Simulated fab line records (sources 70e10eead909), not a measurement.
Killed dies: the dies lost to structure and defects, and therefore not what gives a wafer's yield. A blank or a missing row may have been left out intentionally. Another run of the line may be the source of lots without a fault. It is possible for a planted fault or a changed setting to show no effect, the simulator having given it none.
Which tool was responsible?    flow nand-harc    Sampling: 6 lots, 18 wafers, 4 of 1302 route steps

## WHAT THE GAUGES SHOWED, per wafer
NHARC_END_SORT_01.
lot   measured      on         killed-at-array
L122  day 28 01:38  prober-02  166 177 156

## WHICH TOOL RAN EACH LOT (tool, then ch and the chambers of the sampled wafers, then the start)
lot   NHARC_A_STAIRCASE_DEP_151        NHARC_THIN_TSV_ETCH_15            NHARC_THIN_TSV_ETCHBACK_48
L116  pecvd-02 ch 0,1, day 19 03:33    rie-si-01 ch 0,1, day 25 03:14    rie-diel-12 ch 0,1, day 25 04:41
L118  pecvd-02 ch 0,1, day 19 13:45    rie-si-01 ch 0,1, day 25 14:28    rie-diel-06 ch 0,2, day 25 15:53
L122  pecvd-02 ch 0,2, day 21 12:15    rie-si-06 ch 1,2,3, day 27 11:25  rie-diel-06 ch 0,1, day 27 12:50
L128  pecvd-02 ch 0,1,2, day 24 17:09  rie-si-01 ch 0,2,3, day 30 21:58  rie-diel-06 ch 0,2, day 30 23:26
L132  pecvd-03 ch 0,2, day 25 18:43    rie-si-06 ch 0,3, day 31 12:02    rie-diel-04 ch 0,1,2, day 31 13:28
L131  pecvd-03 ch 1,2, day 25 19:12    rie-si-02 ch 0,2, day 31 13:07    rie-diel-12 ch 1,2,3, day 31 14:32
- NHARC_A_STAIRCASE_DEP_151: deposits SiO2, target thk 7200 nm.
- NHARC_THIN_TSV_ETCH_15: target depth 3000 nm, bosch target overetch cycles 2, bosch etch step 2.8 s.
- NHARC_THIN_TSV_ETCHBACK_48: etches the open film in C4F8/Ar, target depth 1028.5 nm, time 405.17 s.

## THE ANSWER, worked out from the rows above alone
Rule: what is usual is taken from the lots themselves. Put in order of their means at a reading, lots are off if they are a third of the lots or fewer, leave a main group of 4 or more, and stand apart from it by a gap of 3 or more times the standard deviation of the main group's means; of several such gaps the widest counts. If all means in a main group match to the digits the tables above print for the reading, that group is not used. A lot without any number at a reading at which 4 lots or more have one is off too. The other lots that the step has rows for count as sound.
None of the lots is off at any reading shown; this tells nothing.

## WHAT THE SIMULATOR PUT IN
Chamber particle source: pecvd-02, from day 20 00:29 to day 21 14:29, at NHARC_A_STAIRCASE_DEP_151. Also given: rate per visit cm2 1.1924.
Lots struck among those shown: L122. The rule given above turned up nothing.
